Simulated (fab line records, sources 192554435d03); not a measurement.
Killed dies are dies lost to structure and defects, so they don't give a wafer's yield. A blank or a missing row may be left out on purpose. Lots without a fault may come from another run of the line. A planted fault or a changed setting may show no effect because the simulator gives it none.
fab line records | flow n5_finfet
record lots=24 wafers=72 last_day=17
route steps=1938 shown BEOL_M8@1345
lots that met no fault: from a run of the same line without faults
start_h: hours from the record's first day to the start of the lot's first wafer shown | wait_h: hours since the lot's step before | " the same as in the row above | L1.1+2: a row that stands for several wafers | - no value, or no start given | * or withheld: withheld | < > ~ a bound
route shown NAME@n: a module of which the file shows steps, and the number in the route of the first | usual: mean/standard deviation of fault-free wafers | same: alike in all rows | chamber/n: place in a boat | sites: the reading at each site | _std_site: their standard deviation | _edge_site: outer sites' mean less inner sites' | radius_mm: how far each site lies from the wafer's centre | mask NAME#n: copy n | behind: the tool/chamber that last shaped the wafer | hold: why the lot was held/for how many hours/how that ended | device: the transistor (n, p or np) that didn't switch | end of line: the same wafers' tests at the end of the route | a step without rows: its recipe alone | killed: dies lost to structure and defects at the first sort, not the wafer's yield | map: a wafer's dies, x killed, . not, _ none there
set.NAME: the setting as run; set.NAME@STEP: as run at that earlier step | model.NAME: the simulator's own value behind a step, which no gauge read
steps of the route over a sample of lots; a table a step, a row a wafer
services: from which hour (start_h, from the record's first day; less than 0 if before it) a tool's chamber was out of use, for how many hours, and why
## steps
# step N5_BEOL_M8_CD_MEAS_11
# recipe target_cd_nm=38.5 landing_energy_ev=500 detector=se_inlens polarity=opening
# usual cd_nm=38.6/0.51
# columns lot.wafer tool chamber start_h wait_h cd_nm
L074.3 cd_sem-03 0 190.86 - 38.0
L074.4 " 0 " " 37.6
L074.5 " 0 " " 38.2
L075.1 cd_sem-01 0 201.35 - 38.2
L075.2 " 0 " " 37.8
L075.3 " 0 " " 37.6
L076.2 cd_sem-01 0 209.75 - 38.3
L076.3 " 0 " " 38.5
L076.6 " 0 " " 38.3
L077.1 cd_sem-01 0 210.95 - 38.1
L077.3 " 0 " " 38.0
L077.6 " 0 " " 38.1
L078.1 cd_sem-03 0 213.39 - 38.9
L078.5 " 0 " " 39.2
L078.6 " 0 " " 39.4
L079.3 cd_sem-02 0 218.62 - 38.0
L079.4 " 0 " " 38.9
L079.5 " 0 " " 38.3
L080.2 cd_sem-03 0 221.76 - 39.1
L080.4 " 0 " " 38.8
L080.6 " 0 " " 38.8
L081.2 cd_sem-01 0 245.60 - 39.3
L081.3 " 0 " " 39.0
L081.4 " 0 " " 37.9
L082.2 cd_sem-03 0 250.99 - 38.6
L082.3 " 0 " " 37.5
L082.6 " 0 " " 39.5
L084.1 cd_sem-02 0 257.91 - 39.0
L084.3 " 0 " " 37.8
L084.6 " 0 " " 38.7
L085.2 cd_sem-02 0 258.26 - 38.9
L085.3 " 0 " " 38.8
L085.6 " 0 " " 38.4
L083.1 cd_sem-03 0 262.63 - 38.7
L083.4 " 0 " " 39.0
L083.5 " 0 " " 39.0
L088.1 cd_sem-01 0 275.97 - 38.8
L088.4 " 0 " " 38.6
L088.5 " 0 " " 38.8
L086.1 cd_sem-02 0 276.13 - 39.5
L086.3 " 0 " " 38.9
L086.4 " 0 " " 38.9
L087.1 cd_sem-01 0 279.53 - 37.6
L087.2 " 0 " " 39.0
L087.3 " 0 " " 38.4
L089.2 cd_sem-03 0 287.57 - 38.7
L089.5 " 0 " " 38.6
L089.6 " 0 " " 38.7
L090.2 cd_sem-03 0 299.11 - 38.8
L090.3 " 0 " " 38.4
L090.5 " 0 " " 37.9
L091.1 cd_sem-01 0 303.56 - 38.6
L091.3 " 0 " " 38.8
L091.5 " 0 " " 37.9
L092.2 cd_sem-02 0 307.21 - 38.8
L092.4 " 0 " " 38.3
L092.5 " 0 " " 37.9
L094.2 cd_sem-02 0 316.89 - 38.3
L094.4 " 0 " " 38.8
L094.6 " 0 " " 38.1
L093.3 cd_sem-03 0 318.21 - 38.2
L093.5 " 0 " " 38.5
L093.6 " 0 " " 38.6
L095.1 cd_sem-03 0 323.22 - 38.4
L095.2 " 0 " " 39.5
L095.4 " 0 " " 38.8
L097.2 cd_sem-02 0 330.32 - 38.5
L097.5 " 0 " " 39.4
L097.6 " 0 " " 38.5
L096.1 cd_sem-03 0 330.58 - 38.6
L096.5 " 0 " " 39.3
L096.6 " 0 " " 39.1
# step N5_BEOL_M8_DESCUM_16
# recipe chemistry=O2 time_s=7.9 source_power_w=50 bias_power_w=20 pressure_mtorr=20 rf_frequency_hz=2.712e+07 temp_c=40 resist=CAR-ArF o2_flow_sccm=225
# usual drypump_motor_current_A=5.61/0.27 oes_product_au=0.80/0.08 rf_fwd_power_W=49.47/0.2 rf_vpp_V=242.8/1.2 showerhead_plenum_p_Torr=2.06/0.061 throttle_valve_pct=20.39/0.24
# same time_s=7.9
# columns lot.wafer tool chamber start_h wait_h drypump_motor_current_A oes_product_au rf_fwd_power_W rf_hours_counter_h rf_vpp_V showerhead_plenum_p_Torr throttle_valve_pct
L074.3 rie_diel-03 3 190.95 0.0 5.92 0.74 49.60 170 242.8 2.04 20.08
L074.4 " 0 " " 5.10 0.69 49.62 243 244.5 2.15 20.35
L074.5 " 3 " " 5.93 0.74 49.69 - 243.4 2.05 20.10
L075.1 rie_diel-02 1 201.56 0.2 5.23 0.74 49.44 141 243.1 2.01 20.93
L075.2 " 0 " " 5.66 0.69 49.10 221 240.7 1.96 20.48
L075.3 " 3 " " 5.77 0.92 49.38 18 241.4 2.05 20.37
L076.2 rie_diel-03 0 209.84 0.0 5.09 0.68 49.77 250 245.0 2.15 20.37
L076.3 " 3 " " 5.86 0.73 49.54 177 243.4 2.04 20.11
L076.6 " 1 " " 5.22 0.79 49.29 - 241.6 2.04 20.51
L077.1 rie_diel-03 3 211.06 0.0 5.92 0.74 49.72 178 243.0 2.04 20.09
L077.3 " 1 " " 5.22 0.78 49.57 126 241.9 2.04 20.50
L077.6 " 3 " " 5.89 0.73 49.59 - 243.0 2.04 20.11
L078.1 rie_diel-03 1 213.50 0.1 5.22 0.78 49.33 127 241.4 2.04 20.52
L078.5 " 1 " " 5.22 0.79 49.32 - 242.1 2.04 20.54
L078.6 " 2 " " 5.73 0.89 49.91 - 243.9 2.11 20.19
L079.3 rie_diel-02 3 218.74 0.1 5.76 0.91 49.59 25 242.7 2.05 20.39
L079.4 " 1 " " 5.23 0.75 49.69 145 242.2 2.01 20.94
L079.5 " 3 " " 5.73 0.92 49.62 - 242.0 2.05 20.39
L080.2 rie_diel-03 3 221.89 0.1 5.93 0.73 49.51 183 243.3 2.04 20.12
L080.4 " 3 " " 5.95 0.73 49.67 - 244.1 2.04 20.11
L080.6 " 1 " " 5.23 0.79 49.46 - 241.7 2.04 20.53
L081.2 rie_diel-03 1 245.78 0.1 5.21 0.78 49.38 142 242.0 2.04 20.55
L081.3 " 0 " " 5.12 0.95 49.34 2 244.2 2.15 19.97
L081.4 " 3 " " 5.87 0.72 49.37 191 242.6 2.04 20.12
L082.2 rie_diel-02 3 251.11 0.1 5.73 0.89 49.53 37 241.2 2.05 20.40
L082.3 " 1 " " 5.23 0.74 49.40 156 243.2 2.00 20.95
L082.6 " 0 " " 5.68 0.68 49.02 - 241.0 1.95 20.51
L084.1 rie_diel-02 1 257.99 0.0 5.24 0.72 49.69 158 239.9 2.00 20.95
L084.3 " 3 " " 5.76 0.89 49.52 39 242.4 2.05 20.39
L084.6 " 0 " " 5.69 0.68 49.36 - 242.0 1.95 20.50
L085.2 rie_diel-02 2 258.70 0.4 5.69 0.69 49.46 244 242.1 2.04 20.60
L085.3 " 0 " " 5.67 0.68 49.12 239 240.0 1.95 20.51
L085.6 " 3 " " 5.75 0.88 49.35 - 242.4 2.05 20.39
L083.1 rie_diel-03 2 262.84 0.2 5.69 0.84 49.62 77 242.8 2.11 20.20
L083.4 " 0 " " 5.09 0.93 49.68 10 245.2 2.15 20.00
L083.5 " 2 " " 5.70 0.84 49.69 - 243.4 2.11 20.23
L088.1 rie_diel-06 1 276.05 0.0 5.43 0.84 49.09 67 243.0 2.12 20.36
L088.4 " 3 " " 5.94 0.67 49.33 246 241.2 1.97 20.72
L088.5 " 3 " " 5.93 0.67 49.22 - 242.3 1.98 20.71
L086.1 rie_diel-03 1 276.22 0.0 5.20 0.77 49.51 153 242.4 2.03 20.57
L086.3 " 0 " " 5.08 0.90 49.48 16 243.8 2.15 19.99
L086.4 " 3 " " 5.88 0.72 49.39 204 242.8 2.03 20.14
L087.1 rie_diel-06 0 279.88 0.3 5.98 0.82 49.47 69 242.4 2.03 20.22
L087.2 " 3 " " 5.93 0.67 49.47 247 241.9 1.97 20.71
L087.3 " 2 " " 5.54 0.82 49.60 103 242.5 2.10 20.34
L089.2 rie_diel-06 0 287.70 0.1 6.04 0.82 49.64 73 242.6 2.02 20.21
L089.5 " 1 " " 5.40 0.83 49.33 - 242.3 2.12 20.38
L089.6 " 0 " " 6.07 0.82 49.55 - 242.5 2.03 20.21
L090.2 rie_diel-02 3 299.20 0.0 5.78 0.85 49.85 57 242.9 2.04 20.43
L090.3 " 2 " " 5.70 0.97 49.47 1 241.8 2.04 20.17
L090.5 " 2 " " 5.66 0.95 49.55 - 243.6 2.04 20.16
L091.1 rie_diel-06 2 303.83 0.2 5.54 0.80 49.85 113 243.6 2.09 20.37
L091.3 " 1 " " 5.42 0.81 49.18 78 243.3 2.12 20.38
L091.5 " 1 " " 5.41 0.83 49.47 - 243.5 2.12 20.40
L092.2 rie_diel-02 2 307.48 0.2 5.70 0.93 49.54 5 241.2 2.03 20.16
L092.4 " 3 " " 5.73 0.84 49.56 - 242.2 2.04 20.44
L092.5 " 2 " " 5.69 0.94 49.53 - 244.1 2.04 20.16
L094.2 rie_diel-06 3 316.97 0.0 5.93 0.93 49.48 3 245.2 2.24 20.26
L094.4 " 0 " " 6.00 0.80 49.53 86 240.1 2.02 20.24
L094.6 " 3 " " 5.94 0.93 49.76 - 245.8 2.24 20.27
L093.3 rie_diel-06 0 318.33 0.1 6.03 0.79 49.54 86 242.7 2.02 20.24
L093.5 " 3 " " 5.92 0.94 49.10 - 245.6 2.24 20.25
L093.6 " 2 " " 5.53 0.80 49.47 - 243.1 2.09 20.39
L095.1 rie_diel-06 1 323.43 0.2 5.40 0.81 49.15 87 242.0 2.11 20.41
L095.2 " 2 " " 5.56 0.80 49.64 123 243.6 2.09 20.38
L095.4 " 2 " " 5.55 0.80 49.65 - 243.1 2.09 20.40
L097.2 rie_diel-02 0 330.88 0.5 5.70 0.97 49.25 4 245.0 2.21 19.95
L097.5 " 2 " " 5.70 0.90 49.38 - 243.0 2.03 20.18
L097.6 " 1 " " 5.27 0.71 49.38 - 241.4 1.99 20.98
L096.1 rie_diel-02 3 331.14 0.5 5.78 0.83 49.83 71 244.0 2.04 20.45
L096.5 " 3 " " 5.74 0.83 50.02 - 241.3 2.04 20.46
L096.6 " 2 " " 5.71 0.90 49.52 - 242.0 2.03 20.18
# step N5_BEOL_M8_STRIP_19
# recipe chemistry=O2 power_w=400 temp_c=40 pressure_mtorr=30 rf_frequency_hz=6e+07 bias_power_w=0 overash_fraction=0.2 o2_flow_sccm=225
# usual drypump_motor_current_A=5.63/0.29 oes_product_au=0.80/0.079 rf_vpp_V=3.7/0.62 showerhead_plenum_p_Torr=2.06/0.062 throttle_valve_pct=16.61/0.22
# columns lot.wafer tool chamber start_h wait_h drypump_motor_current_A oes_product_au rf_hours_counter_h rf_vpp_V showerhead_plenum_p_Torr throttle_valve_pct
L074.3 rie_diel-06 0 191.34 0.1 6.02 0.85 39 4.1 2.04 16.44
L074.4 " 2 " " 5.57 0.85 77 3.3 2.11 16.50
L074.5 " 3 " " 5.93 0.68 - 3.7 1.99 16.92
L075.1 rie_diel-03 2 201.99 0.1 5.71 0.90 55 3.3 2.12 16.41
L075.2 " 3 " " 5.89 0.73 174 4.2 2.05 16.44
L075.3 " 0 " " 5.10 0.69 247 4.2 2.16 16.66
L076.2 rie_diel-02 0 210.23 0.1 5.67 0.70 225 4.1 1.96 16.76
L076.3 " 2 " " 5.71 0.69 227 4.6 2.05 16.84
L076.6 " 2 " " 5.69 0.69 - 2.7 2.05 16.85
L077.1 rie_diel-03 1 211.45 0.1 5.22 0.78 126 4.2 2.05 16.74
L077.3 " 2 " " 5.70 0.90 59 3.6 2.12 16.45
L077.6 " 3 " " 5.93 0.73 - 3.2 2.05 16.43
L078.1 rie_diel-03 2 213.89 0.1 5.70 0.87 60 2.6 2.12 16.43
L078.5 " 1 " " 5.25 0.78 - 4.4 2.05 16.75
L078.6 " 2 " " 5.70 0.89 - 2.7 2.12 16.42
L079.3 rie_diel-03 1 219.13 0.1 5.21 0.79 130 4.0 2.04 16.77
L079.4 " 3 " " 5.88 0.73 - 3.1 2.05 16.44
L079.5 " 2 " " 5.70 0.87 - 2.7 2.12 16.41
L080.2 rie_diel-06 2 222.28 0.1 5.56 0.83 88 5.4 2.11 16.53
L080.4 " 3 " " 5.92 0.67 230 3.3 1.99 16.93
L080.6 " 2 " " 5.54 0.84 - 3.3 2.11 16.52
L081.2 rie_diel-03 3 246.17 0.1 5.88 0.72 191 3.0 2.04 16.47
L081.3 " 1 " " 5.21 0.78 142 4.0 2.04 16.78
L081.4 " 0 " " 5.09 0.96 2 4.7 2.15 16.20
L082.2 rie_diel-06 2 251.52 0.1 5.54 0.82 95 3.7 2.10 16.53
L082.3 " 1 " " 5.41 0.84 59 3.3 2.13 16.61
L082.6 " 3 " " 5.93 0.67 - 3.2 1.98 16.97
L084.1 rie_diel-06 1 258.51 0.2 5.41 0.85 60 3.4 2.13 16.58
L084.3 " 2 " " 5.57 0.82 96 3.6 2.10 16.55
L084.6 " 3 " " 5.95 0.68 - 3.8 1.98 16.97
L085.2 rie_diel-03 1 259.11 0.1 5.23 0.76 147 3.3 2.04 16.78
L085.3 " 0 " " 5.12 0.93 8 4.1 2.15 16.21
L085.6 " 3 " " 5.92 0.72 - 3.7 2.04 16.47
L083.1 rie_diel-06 1 263.42 0.3 5.40 0.85 62 3.8 2.13 16.58
L083.4 " 2 " " 5.54 0.82 98 3.9 2.10 16.56
L083.5 " 0 " " 6.04 0.83 - 3.2 2.03 16.46
L088.1 rie_diel-03 2 276.48 0.1 5.70 0.85 82 4.4 2.11 16.46
L088.4 " 0 " " 5.10 0.90 16 2.4 2.15 16.23
L088.5 " 3 " " 5.98 0.71 - 4.0 2.04 16.51
L086.1 rie_diel-06 2 276.61 0.1 5.52 0.81 103 2.6 2.10 16.57
L086.3 " 0 " " 6.09 0.83 68 3.9 2.03 16.47
L086.4 " 1 " " 5.42 0.83 67 4.4 2.13 16.59
L087.1 rie_diel-02 3 280.27 0.1 5.73 0.87 48 3.2 2.05 16.57
L087.2 " 1 " " 5.26 0.72 166 2.8 2.00 17.16
L087.3 " 0 " " 5.69 0.69 248 4.8 1.95 16.83
L089.2 rie_diel-02 0 288.10 0.1 5.71 0.68 251 3.4 1.95 16.85
L089.5 " 0 " " 5.69 0.68 - 3.3 1.95 16.85
L089.6 " 1 " " 5.21 0.72 - 3.2 2.00 17.17
L090.2 rie_diel-02 3 299.60 0.1 5.71 0.85 57 2.7 2.04 16.61
L090.3 " 2 " " 5.69 0.96 1 3.0 2.04 16.39
L090.5 " 2 " " 5.68 0.95 - 3.7 2.04 16.39
L091.1 rie_diel-02 2 304.23 0.1 5.71 0.93 4 3.3 2.04 16.40
L091.3 " 1 " " 5.20 0.72 174 3.1 2.00 17.17
L091.5 " 2 " " 5.72 0.93 - 4.2 2.04 16.38
L092.2 rie_diel-06 1 307.87 0.1 5.42 0.82 81 3.5 2.12 16.62
L092.4 " 1 " " 5.41 0.83 - 4.0 2.12 16.63
L092.5 " 2 " " 5.54 0.81 - 3.5 2.10 16.59
L094.2 rie_diel-06 1 317.36 0.1 5.41 0.82 84 3.9 2.12 16.62
L094.4 " 3 " " 5.92 0.94 3 3.6 2.24 16.51
L094.6 " 1 " " 5.40 0.82 - 2.9 2.12 16.63
L093.3 rie_diel-02 2 318.76 0.1 5.66 0.91 10 4.8 2.04 16.40
L093.5 " 2 " " 5.71 0.92 - 3.0 2.04 16.38
L093.6 " 3 " " 5.74 0.84 - 3.5 2.04 16.61
L095.1 rie_diel-03 0 323.96 0.2 5.10 0.89 31 3.9 2.14 16.24
L095.2 " 2 " " 5.71 0.84 95 3.2 2.10 16.49
L095.4 " 3 " " 5.94 0.71 218 3.4 2.03 16.51
L097.2 rie_diel-06 3 331.30 0.1 5.92 0.91 8 3.9 2.24 16.52
L097.5 " 3 " " 5.92 0.91 - 3.9 2.24 16.50
L097.6 " 0 " " 5.99 0.79 - 4.2 2.02 16.51
L096.1 rie_diel-06 1 331.54 0.1 5.39 0.81 91 4.1 2.12 16.65
L096.5 " 3 " " 5.91 0.91 - 3.6 2.24 16.51
L096.6 " 0 " " 6.00 0.79 - 2.9 2.02 16.50
# step N5_BEOL_M8_CURE_75
# recipe temp_c=370 time_s=120 ambient=DMADMS/He material=SiCOH_lowk
# usual lamp_power_pct=52.32/0.06 wafer_temp_C_max=371.7/0.79
# same time_s=120
# columns lot.wafer tool chamber start_h wait_h lamp_power_pct wafer_temp_C_max
L074.3 uv_cure-02 1 193.48 0.1 52.25 371.9
L074.4 " 1 " " 52.34 372.5
L074.5 " 1 " " 52.27 371.4
L075.1 uv_cure-02 2 203.50 0.0 52.36 372.7
L075.2 " 2 " " 52.34 373.2
L075.3 " 2 " " 52.36 373.0
L076.2 uv_cure-01 1 211.55 0.1 52.40 372.1
L076.3 " 1 " " 52.31 372.3
L076.6 " 1 " " 52.35 371.8
L077.1 uv_cure-01 0 212.69 0.0 52.28 371.2
L077.3 " 0 " " 52.25 370.7
L077.6 " 0 " " 52.42 370.9
L078.1 uv_cure-01 0 216.28 0.0 52.31 370.9
L078.5 " 0 " " 52.30 370.4
L078.6 " 0 " " 52.30 371.0
L079.3 uv_cure-03 1 221.21 0.1 52.25 371.5
L079.4 " 1 " " 52.32 372.1
L079.5 " 1 " " 52.31 371.7
L080.2 uv_cure-01 2 224.77 0.1 52.38 372.2
L080.4 " 2 " " 52.25 371.7
L080.6 " 2 " " 52.35 371.9
L081.2 uv_cure-01 2 247.39 0.1 52.41 371.7
L081.3 " 2 " " 52.37 372.0
L081.4 " 2 " " 52.37 371.7
L082.2 uv_cure-03 2 254.15 0.2 52.47 371.3
L082.3 " 2 " " 52.41 371.3
L082.6 " 2 " " 52.25 370.7
L084.1 uv_cure-03 1 259.77 0.0 52.39 372.0
L084.3 " 1 " " 52.39 371.8
L084.6 " 1 " " 52.28 371.4
L085.2 uv_cure-03 1 262.35 0.1 52.36 372.7
L085.3 " 1 " " 52.33 372.0
L085.6 " 1 " " 52.30 371.8
L083.1 uv_cure-03 2 264.78 0.2 52.28 371.0
L083.4 " 2 " " 52.37 370.8
L083.5 " 2 " " 52.29 370.7
L086.1 uv_cure-03 1 279.61 0.0 52.30 371.8
L086.3 " 1 " " 52.23 371.8
L086.4 " 1 " " 52.26 372.3
L088.1 uv_cure-01 1 280.00 0.0 52.33 371.5
L088.4 " 1 " " 52.30 371.7
L088.5 " 1 " " 52.28 372.1
L087.1 uv_cure-02 0 282.60 0.0 52.21 371.4
L087.2 " 0 " " 52.42 371.3
L087.3 " 0 " " 52.34 371.3
L089.2 uv_cure-02 1 291.14 0.1 52.36 372.0
L089.5 " 1 " " 52.28 371.6
L089.6 " 1 " " 52.29 371.3
L090.2 uv_cure-02 2 302.52 0.1 52.36 372.7
L090.3 " 2 " " 52.33 372.7
L090.5 " 2 " " 52.34 373.4
L091.1 uv_cure-03 2 307.21 0.0 52.46 371.2
L091.3 " 2 " " 52.39 370.7
L091.5 " 2 " " 52.42 371.4
L092.2 uv_cure-03 2 309.65 0.1 52.35 370.9
L092.4 " 2 " " 52.32 370.9
L092.5 " 2 " " 52.32 370.8
L094.2 uv_cure-03 0 318.90 0.1 52.34 372.3
L094.4 " 0 " " 52.27 371.7
L094.6 " 0 " " 52.41 372.0
L093.3 uv_cure-01 0 320.14 0.2 52.18 370.9
L093.5 " 0 " " 52.30 370.7
L093.6 " 0 " " 52.34 371.3
L095.1 uv_cure-02 2 325.15 0.0 52.34 373.7
L095.2 " 2 " " 52.31 372.7
L095.4 " 2 " " 52.26 372.7
L096.1 uv_cure-01 2 333.91 0.0 52.22 373.3
L096.5 " 2 " " 52.38 372.7
L096.6 " 2 " " 52.38 372.1
L097.2 uv_cure-02 0 333.91 0.1 52.29 371.9
L097.5 " 0 " " 52.32 371.7
L097.6 " 0 " " 52.39 371.2
# step N5_BEOL_M8_DEGAS_44
# recipe ambient=vacuum temp_c=250 time_s=60
# usual heater_power_w=333/17
# same time_s=60
# columns lot.wafer tool chamber start_h wait_h heater_power_w
L074.3 pvd_sputter-03 - 193.95 0.4 364
L074.4 " - " " 318
L074.5 " - " " 314
L075.1 pvd_sputter-03 - 203.86 0.3 358
L075.2 " - " " 328
L075.3 " - " " 338
L076.2 pvd_sputter-02 - 212.60 1.0 324
L076.3 " - " " 304
L076.6 " - " " 332
L077.1 pvd_sputter-02 - 213.20 0.5 334
L077.3 " - " " 300
L077.6 " - " " 350
L078.1 pvd_sputter-01 - 216.61 0.3 322
L078.5 " - " " 340
L078.6 " - " " 329
L079.3 pvd_sputter-02 - 221.46 0.2 329
L079.4 " - " " 301
L079.5 " - " " 301
L080.2 pvd_sputter-02 - 225.16 0.3 305
L080.4 " - " " 348
L080.6 " - " " 349
L081.2 pvd_sputter-01 - 247.66 0.2 322
L081.3 " - " " 324
L081.4 " - " " 320
L082.2 pvd_sputter-01 - 254.52 0.3 322
L082.3 " - " " 349
L082.6 " - " " 345
L084.1 pvd_sputter-03 - 261.83 2.0 315
L084.3 " - " " 326
L084.6 " - " " 346
L085.2 pvd_sputter-03 - 262.65 0.2 327
L085.3 " - " " 364
L085.6 " - " " 355
L083.1 pvd_sputter-02 - 265.30 0.5 291
L083.4 " - " " 329
L083.5 " - " " 335
L086.1 pvd_sputter-02 - 280.06 0.4 343
L086.3 " - " " 337
L086.4 " - " " 309
L088.1 pvd_sputter-02 - 282.56 2.5 344
L088.4 " - " " 297
L088.5 " - " " 356
L087.1 pvd_sputter-03 - 283.30 0.6 332
L087.2 " - " " 310
L087.3 " - " " 345
L089.2 pvd_sputter-01 - 291.63 0.4 315
L089.5 " - " " 334
L089.6 " - " " 340
L090.2 pvd_sputter-01 - 303.11 0.5 316
L090.3 " - " " 326
L090.5 " - " " 330
L091.1 pvd_sputter-02 - 307.54 0.3 348
L091.3 " - " " 333
L091.5 " - " " 298
L092.2 pvd_sputter-02 - 311.59 1.9 299
L092.4 " - " " 337
L092.5 " - " " 322
L094.2 pvd_sputter-01 - 319.44 0.5 322
L094.4 " - " " 317
L094.6 " - " " 347
L093.3 pvd_sputter-01 - 320.56 0.3 343
L093.5 " - " " 325
L093.6 " - " " 331
L095.1 pvd_sputter-03 - 326.37 1.2 329
L095.2 " - " " 339
L095.4 " - " " 362
L097.2 pvd_sputter-02 - 335.24 1.3 334
L097.5 " - " " 337
L097.6 " - " " 350
L096.1 pvd_sputter-02 - 335.32 1.4 333
L096.5 " - " " 335
L096.6 " - " " 345
# step N5_BEOL_M8_PRE_CLEAN_45
# recipe gas=H2/He time_s=30 temp_c=250
# usual heater_power_w=332/16
# same time_s=30
# columns lot.wafer tool chamber start_h wait_h heater_power_w
L074.3 pvd_sputter-03 - 193.99 0.0 362
L074.4 " - " " 310
L074.5 " - " " 313
L075.1 pvd_sputter-03 - 203.90 0.0 354
L075.2 " - " " 332
L075.3 " - " " 340
L076.2 pvd_sputter-02 - 212.64 0.0 340
L076.3 " - " " 301
L076.6 " - " " 328
L077.1 pvd_sputter-02 - 213.24 0.0 324
L077.3 " - " " 302
L077.6 " - " " 344
L078.1 pvd_sputter-01 - 216.65 0.0 332
L078.5 " - " " 337
L078.6 " - " " 329
L079.3 pvd_sputter-02 - 221.50 0.0 327
L079.4 " - " " 304
L079.5 " - " " 303
L080.2 pvd_sputter-02 - 225.20 0.0 300
L080.4 " - " " 334
L080.6 " - " " 360
L081.2 pvd_sputter-01 - 247.70 0.0 320
L081.3 " - " " 321
L081.4 " - " " 319
L082.2 pvd_sputter-01 - 254.56 0.0 328
L082.3 " - " " 346
L082.6 " - " " 341
L084.1 pvd_sputter-03 - 261.87 0.0 311
L084.3 " - " " 338
L084.6 " - " " 344
L085.2 pvd_sputter-03 - 262.69 0.0 329
L085.3 " - " " 349
L085.6 " - " " 357
L083.1 pvd_sputter-02 - 265.34 0.0 308
L083.4 " - " " 335
L083.5 " - " " 329
L086.1 pvd_sputter-02 - 280.10 0.0 342
L086.3 " - " " 323
L086.4 " - " " 307
L088.1 pvd_sputter-02 - 282.60 0.0 336
L088.4 " - " " 300
L088.5 " - " " 347
L087.1 pvd_sputter-03 - 283.35 0.0 323
L087.2 " - " " 313
L087.3 " - " " 346
L089.2 pvd_sputter-01 - 291.67 0.0 322
L089.5 " - " " 319
L089.6 " - " " 348
L090.2 pvd_sputter-01 - 303.15 0.0 322
L090.3 " - " " 325
L090.5 " - " " 331
L091.1 pvd_sputter-02 - 307.58 0.0 348
L091.3 " - " " 338
L091.5 " - " " 296
L092.2 pvd_sputter-02 - 311.63 0.0 301
L092.4 " - " " 320
L092.5 " - " " 338
L094.2 pvd_sputter-01 - 319.48 0.0 321
L094.4 " - " " 336
L094.6 " - " " 343
L093.3 pvd_sputter-01 - 320.60 0.0 338
L093.5 " - " " 327
L093.6 " - " " 333
L095.1 pvd_sputter-03 - 326.41 0.0 330
L095.2 " - " " 340
L095.4 " - " " 358
L097.2 pvd_sputter-02 - 335.28 0.0 344
L097.5 " - " " 332
L097.6 " - " " 349
L096.1 pvd_sputter-02 - 335.36 0.0 339
L096.5 " - " " 338
L096.6 " - " " 348
## services
# columns tool chamber start_h hours kind
rie_diel-06 - 174.34 14.6 pm
rie_diel-02 - 198.01 0.6 repair
rie_diel-02 1 204.08 6.8 repair
rie_diel-03 0 211.06 - clean
rie_diel-03 0 211.06 - consumable_replace:focus_ring
rie_diel-03 0 211.06 26.7 scheduled_down
rie_diel-03 0 211.06 26.7 vent_cycle
uv_cure-03 - 211.62 1.1 repair
rie_diel-02 - 223.96 2.3 repair
rie_diel-03 2 228.06 8.4 repair
rie_diel-06 2 235.93 8.0 repair
rie_diel-02 0 246.25 4.4 repair
rie_diel-06 3 253.06 2.6 repair
uv_cure-02 - 260.92 7.5 pm
rie_diel-02 2 277.61 - clean
rie_diel-02 2 277.61 - consumable_replace:focus_ring
uv_cure-02 - 284.44 1.2 repair
rie_diel-06 3 286.58 - clean
rie_diel-06 3 286.58 - consumable_replace:focus_ring
rie_diel-06 3 286.58 - consumable_replace:showerhead
rie_diel-06 3 286.58 22.1 scheduled_down
rie_diel-06 3 286.58 22.1 vent_cycle
rie_diel-03 - 308.90 0.2 repair
rie_diel-06 3 322.17 1.7 repair
## key
fault none
